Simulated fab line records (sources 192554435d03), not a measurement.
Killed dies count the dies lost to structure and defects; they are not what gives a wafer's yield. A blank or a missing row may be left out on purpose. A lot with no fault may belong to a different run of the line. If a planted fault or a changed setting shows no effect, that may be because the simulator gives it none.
A sampling plan put to the test ; flow n5Finfet ; one fab line, 39 faults that these records tell of, each judged on the records of the lots that it struck; 1 more is left out, because the records don't allow judging it
Plan = the line's own looks (route steps where a gauge or an inspection reads the wafer without altering it). Where struck wafers have a number at a look and the file lists that look's usual mean and standard deviation on fault-free wafers, the look can be judged. Caught: the struck wafers' mean, at a look after the fault's first step, is 4 or more of those standard deviations (sigma) away from the usual mean. On the tool: the test repeated on the tool's own readings taken at the fault's steps. Also counted as caught: the struck wafers showing another recipe, or a record that is empty for them alone.

THE FAULTS, as the simulator had put them in
1. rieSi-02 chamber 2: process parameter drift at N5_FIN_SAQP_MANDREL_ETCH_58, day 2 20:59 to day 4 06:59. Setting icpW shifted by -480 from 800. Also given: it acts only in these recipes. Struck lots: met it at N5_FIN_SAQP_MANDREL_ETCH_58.
2. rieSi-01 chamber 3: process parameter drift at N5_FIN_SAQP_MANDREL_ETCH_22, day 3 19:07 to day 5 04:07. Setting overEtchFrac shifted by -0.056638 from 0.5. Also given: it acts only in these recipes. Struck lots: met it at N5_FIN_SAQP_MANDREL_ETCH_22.
3. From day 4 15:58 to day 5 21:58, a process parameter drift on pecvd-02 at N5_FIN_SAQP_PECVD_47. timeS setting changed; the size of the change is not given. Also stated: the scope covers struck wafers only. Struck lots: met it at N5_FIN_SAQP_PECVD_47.
4. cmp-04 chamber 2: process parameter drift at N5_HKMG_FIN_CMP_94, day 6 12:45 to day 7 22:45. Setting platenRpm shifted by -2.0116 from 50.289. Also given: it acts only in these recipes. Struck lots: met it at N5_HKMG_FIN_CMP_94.
5. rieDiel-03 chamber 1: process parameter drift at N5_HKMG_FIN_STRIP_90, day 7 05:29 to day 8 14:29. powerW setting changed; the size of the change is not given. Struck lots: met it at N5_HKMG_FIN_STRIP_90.
6. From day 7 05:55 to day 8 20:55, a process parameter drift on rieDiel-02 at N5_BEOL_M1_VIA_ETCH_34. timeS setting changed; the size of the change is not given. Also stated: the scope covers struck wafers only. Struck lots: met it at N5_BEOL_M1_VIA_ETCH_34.
7. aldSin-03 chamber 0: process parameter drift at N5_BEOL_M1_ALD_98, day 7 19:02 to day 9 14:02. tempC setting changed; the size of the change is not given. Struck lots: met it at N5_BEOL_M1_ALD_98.
8. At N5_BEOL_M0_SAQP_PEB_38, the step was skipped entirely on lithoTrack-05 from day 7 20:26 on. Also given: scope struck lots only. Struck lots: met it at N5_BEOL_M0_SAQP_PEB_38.
9. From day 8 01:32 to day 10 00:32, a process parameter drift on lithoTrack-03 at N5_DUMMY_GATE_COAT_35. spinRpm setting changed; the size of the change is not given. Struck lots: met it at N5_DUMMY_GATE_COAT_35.
10. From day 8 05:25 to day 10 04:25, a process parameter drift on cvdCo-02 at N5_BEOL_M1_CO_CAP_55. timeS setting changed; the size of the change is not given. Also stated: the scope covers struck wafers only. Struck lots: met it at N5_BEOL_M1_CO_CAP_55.
11. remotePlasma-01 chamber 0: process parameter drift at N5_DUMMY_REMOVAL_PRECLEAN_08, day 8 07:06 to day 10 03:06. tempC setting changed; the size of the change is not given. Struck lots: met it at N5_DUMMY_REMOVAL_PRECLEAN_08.
12. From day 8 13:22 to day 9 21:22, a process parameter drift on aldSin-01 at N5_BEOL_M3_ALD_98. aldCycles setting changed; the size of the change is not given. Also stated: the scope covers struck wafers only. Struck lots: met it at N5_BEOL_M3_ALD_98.
13. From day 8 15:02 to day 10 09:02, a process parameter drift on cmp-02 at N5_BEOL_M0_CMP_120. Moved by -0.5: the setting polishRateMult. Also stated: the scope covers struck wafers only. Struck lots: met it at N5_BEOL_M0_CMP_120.
14. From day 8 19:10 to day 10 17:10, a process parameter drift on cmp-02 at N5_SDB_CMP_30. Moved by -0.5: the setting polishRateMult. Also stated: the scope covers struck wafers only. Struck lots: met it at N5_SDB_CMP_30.
15. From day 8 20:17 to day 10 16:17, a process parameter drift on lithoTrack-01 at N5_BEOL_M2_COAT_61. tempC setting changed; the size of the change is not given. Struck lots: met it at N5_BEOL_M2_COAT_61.
16. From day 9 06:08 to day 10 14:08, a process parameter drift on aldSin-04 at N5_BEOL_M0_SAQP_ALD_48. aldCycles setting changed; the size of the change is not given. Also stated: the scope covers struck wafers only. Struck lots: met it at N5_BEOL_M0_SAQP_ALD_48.
17. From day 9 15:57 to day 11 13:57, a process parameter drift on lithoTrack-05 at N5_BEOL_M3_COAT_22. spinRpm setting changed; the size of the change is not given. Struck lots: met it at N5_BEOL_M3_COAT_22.
18. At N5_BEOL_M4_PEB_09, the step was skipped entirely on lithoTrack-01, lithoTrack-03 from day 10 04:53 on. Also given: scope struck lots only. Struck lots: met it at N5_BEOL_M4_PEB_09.
19. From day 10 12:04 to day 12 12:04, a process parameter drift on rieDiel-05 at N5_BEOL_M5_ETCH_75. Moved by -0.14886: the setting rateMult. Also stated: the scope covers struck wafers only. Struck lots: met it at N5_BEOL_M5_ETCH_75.
20. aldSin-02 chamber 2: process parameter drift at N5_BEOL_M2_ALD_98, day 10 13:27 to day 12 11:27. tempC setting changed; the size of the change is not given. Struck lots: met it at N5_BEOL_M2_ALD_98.
21. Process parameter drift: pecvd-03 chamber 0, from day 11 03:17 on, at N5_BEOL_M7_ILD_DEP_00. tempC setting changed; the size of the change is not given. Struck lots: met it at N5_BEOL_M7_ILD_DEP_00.
22. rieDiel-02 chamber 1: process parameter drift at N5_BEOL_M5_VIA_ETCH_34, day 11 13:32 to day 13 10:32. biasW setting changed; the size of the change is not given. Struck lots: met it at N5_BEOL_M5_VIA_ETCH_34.
23. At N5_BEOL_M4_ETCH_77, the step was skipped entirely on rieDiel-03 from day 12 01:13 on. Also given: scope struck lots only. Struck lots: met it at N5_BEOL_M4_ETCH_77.
24. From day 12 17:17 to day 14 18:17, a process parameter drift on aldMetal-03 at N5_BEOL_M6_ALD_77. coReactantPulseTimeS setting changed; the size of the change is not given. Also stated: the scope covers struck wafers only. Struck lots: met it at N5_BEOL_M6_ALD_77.
25. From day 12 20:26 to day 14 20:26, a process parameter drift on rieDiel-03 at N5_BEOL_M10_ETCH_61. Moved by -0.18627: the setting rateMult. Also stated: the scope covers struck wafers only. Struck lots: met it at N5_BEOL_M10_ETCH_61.
26. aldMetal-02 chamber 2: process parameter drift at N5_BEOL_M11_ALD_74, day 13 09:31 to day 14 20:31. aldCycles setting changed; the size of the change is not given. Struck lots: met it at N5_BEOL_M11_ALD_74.
27. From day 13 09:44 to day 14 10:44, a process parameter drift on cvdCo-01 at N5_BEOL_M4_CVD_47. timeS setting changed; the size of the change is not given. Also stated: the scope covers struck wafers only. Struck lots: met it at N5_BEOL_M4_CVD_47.
28. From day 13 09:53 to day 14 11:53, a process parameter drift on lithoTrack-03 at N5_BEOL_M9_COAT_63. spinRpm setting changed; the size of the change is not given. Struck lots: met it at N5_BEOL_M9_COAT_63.
29. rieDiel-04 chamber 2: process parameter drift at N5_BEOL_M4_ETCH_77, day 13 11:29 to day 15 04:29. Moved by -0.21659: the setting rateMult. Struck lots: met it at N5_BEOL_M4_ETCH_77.
30. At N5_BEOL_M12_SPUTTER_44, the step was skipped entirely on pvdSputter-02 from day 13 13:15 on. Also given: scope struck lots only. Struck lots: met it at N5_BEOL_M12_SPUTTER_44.
31. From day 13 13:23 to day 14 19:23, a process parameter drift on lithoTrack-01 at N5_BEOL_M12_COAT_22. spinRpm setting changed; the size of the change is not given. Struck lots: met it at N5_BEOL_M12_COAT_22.
32. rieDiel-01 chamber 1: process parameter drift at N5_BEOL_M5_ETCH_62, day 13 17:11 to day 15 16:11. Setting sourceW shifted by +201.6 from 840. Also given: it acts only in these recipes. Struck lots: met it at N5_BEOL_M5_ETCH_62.
33. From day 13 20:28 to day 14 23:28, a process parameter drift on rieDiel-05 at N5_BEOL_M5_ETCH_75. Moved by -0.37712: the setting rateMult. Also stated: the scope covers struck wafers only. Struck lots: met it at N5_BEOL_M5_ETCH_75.
34. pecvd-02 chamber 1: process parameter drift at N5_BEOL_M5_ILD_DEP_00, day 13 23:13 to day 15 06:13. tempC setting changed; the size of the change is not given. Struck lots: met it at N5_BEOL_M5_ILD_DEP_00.
35. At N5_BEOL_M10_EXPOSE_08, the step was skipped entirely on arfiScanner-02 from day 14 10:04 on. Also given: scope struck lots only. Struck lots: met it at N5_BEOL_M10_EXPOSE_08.
36. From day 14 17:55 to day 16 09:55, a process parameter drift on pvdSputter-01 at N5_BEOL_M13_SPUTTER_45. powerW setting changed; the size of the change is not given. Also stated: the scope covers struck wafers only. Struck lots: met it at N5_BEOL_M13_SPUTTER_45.
37. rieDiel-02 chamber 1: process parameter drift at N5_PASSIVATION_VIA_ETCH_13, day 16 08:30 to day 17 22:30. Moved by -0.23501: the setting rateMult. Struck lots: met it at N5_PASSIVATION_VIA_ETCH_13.
38. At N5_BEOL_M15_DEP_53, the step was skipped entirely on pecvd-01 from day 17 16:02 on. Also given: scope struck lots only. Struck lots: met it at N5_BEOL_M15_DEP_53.
39. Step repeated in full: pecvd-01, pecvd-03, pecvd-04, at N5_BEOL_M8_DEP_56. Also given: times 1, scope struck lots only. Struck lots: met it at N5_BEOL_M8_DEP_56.

WHAT THE PLAN SAW
fault;on the tool itself;first look that catches it;reading, sigma;median hours from its first step to that look;hours from the fault's start to the first struck lot there;judged looks passed uncaught
1;rfFwdPowerW -99 or beyond sigma;not the one look that can be judged after it;-;-;-;1
2;under 2 sigma;not the one look that can be judged after it;-;-;-;1
3;runLengthS +5.6 sigma;not the one look that can be judged after it;-;-;-;1
4;platenRpm -59 sigma;not the one look that can be judged after it;-;-;-;1
5;powerW +13 sigma;not the one look that can be judged after it;-;-;-;1
6;runLengthS +10 sigma;none of the 2 looks that can be judged after it;-;-;-;2
7;susceptorTempC +20 sigma;not the one look that can be judged after it;-;-;-;1
8;the tool's record is blank for the struck wafers;no look after it can be judged;-;-;-;0
9;spinSpeedRpm +99 or beyond sigma;not the one look that can be judged after it;-;-;-;1
10;runLengthS +99 or beyond sigma;not the one look that can be judged after it;-;-;-;1
11;tempC -13 sigma;not the one look that can be judged after it;-;-;-;1
12;under 2 sigma;not the one look that can be judged after it;-;-;-;1
13;barrierFieldEndpointS +31 sigma;N5_BEOL_M0_INSPECT_127;rawDefectCount +99 or beyond;0.5;7;0
14;timeToEndpointS +7.5 sigma;not the one look that can be judged after it;-;-;-;1
15;plateTempC +17 sigma;not the one look that can be judged after it;-;-;-;1
16;under 2 sigma;none of the 2 looks that can be judged after it;-;-;-;2
17;spinSpeedRpm +99 or beyond sigma;none of the 2 looks that can be judged after it;-;-;-;2
18;the tool's record is blank for the struck wafers;no look after it can be judged;-;-;-;0
19;etchRfOnTimeS +7.6 sigma;no look after it can be judged;-;-;-;0
20;susceptorTempC +11 sigma;not the one look that can be judged after it;-;-;-;1
21;susceptorTempC -22 sigma;no look after it can be judged;-;-;-;0
22;biasW -75 sigma;no look after it can be judged;-;-;-;0
23;the tool's record is blank for the struck wafers;not the one look that can be judged after it;-;-;-;1
24;under 2 sigma;no look after it can be judged;-;-;-;0
25;etchRfOnTimeS +12 sigma;no look after it can be judged;-;-;-;0
26;under 2 sigma;no look after it can be judged;-;-;-;0
27;runLengthS -99 or beyond sigma;not the one look that can be judged after it;-;-;-;1
28;spinSpeedRpm +99 or beyond sigma;not the one look that can be judged after it;-;-;-;1
29;etchRfOnTimeS +15 sigma;not the one look that can be judged after it;-;-;-;1
30;the tool's record is blank for the struck wafers;no look after it can be judged;-;-;-;0
31;spinSpeedRpm -99 or beyond sigma;no look after it can be judged;-;-;-;0
32;rfFwdPowerW +78 sigma;no look after it can be judged;-;-;-;0
33;etchRfOnTimeS +25 sigma;no look after it can be judged;-;-;-;0
34;susceptorTempC +33 sigma;no look after it can be judged;-;-;-;0
35;no reading that can be judged;no look after it can be judged;-;-;-;0
36;cathodeDcPowerW -99 or beyond sigma;not the one look that can be judged after it;-;-;-;1
37;etchRfOnTimeS +13 sigma;no look after it can be judged;-;-;-;0
38;the tool's record is blank for the struck wafers;not the one look that can be judged after it;-;-;-;1
39;under 2 sigma;no look after it can be judged;-;-;-;0
Dash: fault not caught, or number not given in these records.

Caught at a look: 1 of 39. Caught on the tool: 32 of 39. By one or the other: 32 of 39.
Caught on the tool alone: faults 1, 3, 4, 5, 6, 7, 8, 9, 10, 11, 14, 15, 17, 18, 19, 20, 21, 22, 23, 25, 27, 28, 29, 30, 31, 32, 33, 34, 36, 37, 38.
Caught by neither: faults 2, 12, 16, 24, 26, 35, 39.

THINNER SAMPLING
In the worst case, this is how late the first struck lot would be measured if the look that catches a fault measured only every second or every third lot, by lot number:
fault;struck lots at that look, in order of time;every lot;every second lot;every third lot
13;L221, L225, L224;7 h;34 h;may miss all 3
The hour figures run from when the fault began to the first measured lot among those it struck. 4 sigma limit: tested on the pooled struck wafers, so a lone lot may be under it. Other struck lots may not be in these records.

THE LONGEST TIMED WAY FROM STEP TO LOOK
Fault 13: a median of 0.5 hours passes between N5_BEOL_M0_CMP_120 and N5_BEOL_M0_INSPECT_127. No look between them can be judged.
